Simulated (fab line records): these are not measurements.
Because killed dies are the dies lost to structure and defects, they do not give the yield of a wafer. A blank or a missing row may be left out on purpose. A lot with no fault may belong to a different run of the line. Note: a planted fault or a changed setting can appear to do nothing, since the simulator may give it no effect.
Which tool is to blame? | flow nandHarc | 39 wafers from 13 lots sampled at 6 of the route's 1302 steps

## WHAT THE GAUGES READ, wafer by wafer
NHARC_A_SOURCE_PLATE_THK_MEAS_09: measures by ellipsometry.
lot  | measured     | on           | thkNm (nm)
L645 | day 7 10:58  | filmMetro-01 | 8.8 9.8 10.8
L646 | day 7 17:02  | filmMetro-01 | 9.9 10.3 10.8
L647 | day 7 23:35  | filmMetro-01 | 10.6 10.1 9.8
L648 | day 8 11:17  | filmMetro-01 | 11.4 8.1 10.3
L651 | day 9 13:08  | filmMetro-01 | 8.9 10.1 9.5
L652 | day 10 05:39 | filmMetro-02 | 9.4 9.8 10.2
L656 | day 11 22:41 | filmMetro-01 | 11.3 8.7 9.4
L657 | day 11 22:43 | filmMetro-01 | 11.7 10.2 9.3
L661 | day 13 17:52 | filmMetro-01 | 9.5 8.0 10.5
L663 | day 14 12:48 | filmMetro-02 | 9.0 10.3 10.8
L664 | day 14 22:22 | filmMetro-02 | 9.9 11.1 10.5
L665 | day 15 15:44 | filmMetro-02 | 9.3 10.3 9.8
L668 | day 16 19:02 | filmMetro-01 | 11.5 10.8 9.7

NHARC_A_ONON_D1_THK_MEAS_02: measures by ellipsometry.
lot  | measured     | on           | thkNm (nm)
L645 | day 8 00:37  | filmMetro-02 | 990 988 989
L646 | day 8 06:40  | filmMetro-02 | 1022 1023 1024
L647 | day 8 14:16  | filmMetro-01 | 1002 1000 1001
L648 | day 9 02:06  | filmMetro-01 | 994 992 993
L651 | day 10 02:16 | filmMetro-01 | 983 981 979
L652 | day 10 19:03 | filmMetro-02 | 1002 1003 1002
L656 | day 12 11:49 | filmMetro-02 | 1000 1001 1000
L657 | day 12 11:51 | filmMetro-01 | 995 999 997
L661 | day 14 07:27 | filmMetro-01 | 1002 1004 1004
L663 | day 15 02:01 | filmMetro-01 | 995 996 995
L664 | day 15 12:08 | filmMetro-02 | 1013 1014 1015
L665 | day 16 09:23 | filmMetro-02 | 998 1002 998
L668 | day 17 09:56 | filmMetro-01 | 1006 1005 1006

NHARC_A_ONON_D1_THK_MEAS_24: measures by ellipsometry.
lot  | measured     | on           | thkNm (nm)
L645 | day 8 12:05  | filmMetro-01 | 1017 1015 1015
L646 | day 8 21:20  | filmMetro-01 | 1000 1000 1000
L647 | day 9 01:40  | filmMetro-02 | 1004 1005 1003
L648 | day 9 17:09  | filmMetro-01 | 997 997 995
L651 | day 10 13:50 | filmMetro-02 | 1016 1015 1017
L652 | day 11 06:12 | filmMetro-01 | 1006 1006 1006
L656 | day 12 23:48 | filmMetro-01 | 994 994 996
L657 | day 12 23:48 | filmMetro-02 | 998 999 998
L661 | day 14 18:40 | filmMetro-02 | 985 985 986
L663 | day 15 13:18 | filmMetro-01 | 1462 1465 1464
L664 | day 15 23:25 | filmMetro-02 | 1461 1461 1461
L665 | day 16 23:53 | filmMetro-01 | 997 996 997
L668 | day 17 22:13 | filmMetro-02 | 996 996 996

NHARC_END_SORT_01.
lot  | measured     | on        | killedAtArray | killedAtOther | killedAtPeriphery | killedDies  | killedOpen | killedShort
L656 | day 28 14:43 | prober-01 | 74 82 85      | 0 0 1         | 5 9 6             | 79 91 92    | 2 1 2      | 0 4 1
L663 | day 31 21:07 | prober-02 | 666 670 664   | 0 1 0         | 11 6 13           | 677 677 677 | 5 4 1      | 2 4 4
L664 | day 31 21:56 | prober-01 | 673 673 671   | 0 0 1         | 4 4 5             | 677 677 677 | 6 2 4      | 3 5 0

## WHICH TOOL RAN EACH LOT (tool, then ch and the chambers of the sampled wafers, then the start)
lot  | NHARC_A_ZERO_WELL_DESCUM_12       | NHARC_A_ONON_D1_DEP_22
L645 | rieDiel-13 ch 0,1,3, day 7 02:08  | pecvdOnon-03 ch 0, day 8 11:35
L646 | rieDiel-09 ch 0,1,2, day 7 08:50  | pecvdOnon-04 ch 0, day 8 20:53
L647 | rieDiel-03 ch 0,1, day 7 15:27    | pecvdOnon-03 ch 0, day 9 01:12
L648 | rieDiel-09 ch 0,1, day 8 02:11    | pecvdOnon-04 ch 0, day 9 16:38
L651 | rieDiel-03 ch 0,2, day 9 04:59    | pecvdOnon-04 ch 0, day 10 13:19
L652 | rieDiel-03 ch 1,2,3, day 9 21:04  | pecvdOnon-04 ch 0, day 11 05:41
L656 | rieDiel-09 ch 0,1,2, day 11 13:56 | pecvdOnon-03 ch 0, day 12 23:18
L657 | rieDiel-13 ch 0,1,3, day 11 16:34 | pecvdOnon-04 ch 0, day 12 23:17
L661 | rieDiel-09 ch 2,3, day 13 09:46   | pecvdOnon-02 ch 0, day 14 18:09
L663 | rieDiel-03 ch 0,1, day 14 04:11   | pecvdOnon-03 ch 0, day 15 12:47
L664 | rieDiel-13 ch 0,1,2, day 14 13:49 | pecvdOnon-03 ch 0, day 15 22:58
L665 | rieDiel-03 ch 0,1,2, day 15 03:29 | pecvdOnon-04 ch 0, day 16 23:29
L668 | rieDiel-13 ch 0,2,3, day 16 10:17 | pecvdOnon-04 ch 0, day 17 21:43
- NHARC_A_ZERO_WELL_DESCUM_12: chemistry O2, time 3 s.
- NHARC_A_ONON_D1_DEP_22: target thk 1000 nm.

## WHAT THE TOOLS THEMSELVES READ (means of the sampled wafers that have a number; where no wafer has one, the mark that the record gives instead)
NHARC_A_ZERO_WELL_DESCUM_12.
lot  | tool       | drypumpMotorCurrentA (A) | oesProductAu (a.u.) | rfVppV (V) | showerheadPlenumPTorr (Torr) | throttleValvePct (%)
L645 | rieDiel-13 | 5.62                     | 0.995               | 57.2       | 1.96                         | 11.306
L646 | rieDiel-09 | 5.72                     | 0.997               | 58.8       | 2.00                         | 11.313
L647 | rieDiel-03 | 5.73                     | 1.008               | 58.9       | 2.01                         | 11.312
L648 | rieDiel-09 | 5.72                     | 0.998               | 58.2       | 2.03                         | 11.306
L651 | rieDiel-03 | 5.55                     | 0.998               | 58.3       | 2.04                         | 11.313
L652 | rieDiel-03 | 5.92                     | 0.995               | 57.4       | 1.97                         | 11.319
L656 | rieDiel-09 | 5.72                     | 0.991               | 57.6       | 1.99                         | 11.323
L657 | rieDiel-13 | 5.60                     | 0.996               | 58.0       | 1.95                         | 11.313
L661 | rieDiel-09 | 5.55                     | 0.990               | 58.4       | 1.91                         | 11.308
L663 | rieDiel-03 | 5.97                     | 0.996               | 57.9       | 1.97                         | 11.313
L664 | rieDiel-13 | 5.68                     | 1.000               | 58.2       | 1.89                         | 11.309
L665 | rieDiel-03 | 5.81                     | 0.990               | 58.5       | 2.00                         | 11.310
L668 | rieDiel-13 | 5.74                     | 0.993               | 58.1       | 1.93                         | 11.319

## THE ANSWER, worked out from the rows above alone
Rule: usual is defined by the lots themselves. Put in order of their means at a reading, lots are off if they are a third of the lots or fewer, leave a main group of 4 or more, and stand apart from it by a gap of 3 or more times the standard deviation of the main group's means; of several such gaps the widest counts. A main group is skipped when, at the precision printed for the reading in the tables above, its means are all equal. A lot without any number at a reading at which 4 lots or more have one is off too. The other lots that the step has rows for count as sound. Order of review: gauges by route order, followed by the tools' own readings, for which a lot's mean as printed above is used. The first step at which some lot is off is used, and at that step the reading that is off furthest; a lot without a number counts as furthest.
Off: L663, L664, at NHARC_A_ONON_D1_THK_MEAS_24 (thkNm). The main group: mean 1001 nm, standard deviation 8.7.
A tool fits if, at a process step before that reading, it ran every lot that is off, and no sound lot after the first of them. Those tools and the gauges at NHARC_A_ONON_D1_THK_MEAS_24 are tried in the same way. One fits: pecvdOnon-03 at NHARC_A_ONON_D1_DEP_22. Its last sound lot is L656 (day 12 23:18), its first lot that is off L663 (day 15 12:47): a fault that began between those two fits.

## WHAT HAD BEEN PUT IN BY THE SIMULATOR
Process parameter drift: pecvdOnon-03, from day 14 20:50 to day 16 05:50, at NHARC_A_ONON_D1_DEP_22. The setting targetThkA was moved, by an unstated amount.
Shown lots that were struck: L663, L664. The rule above found the same.
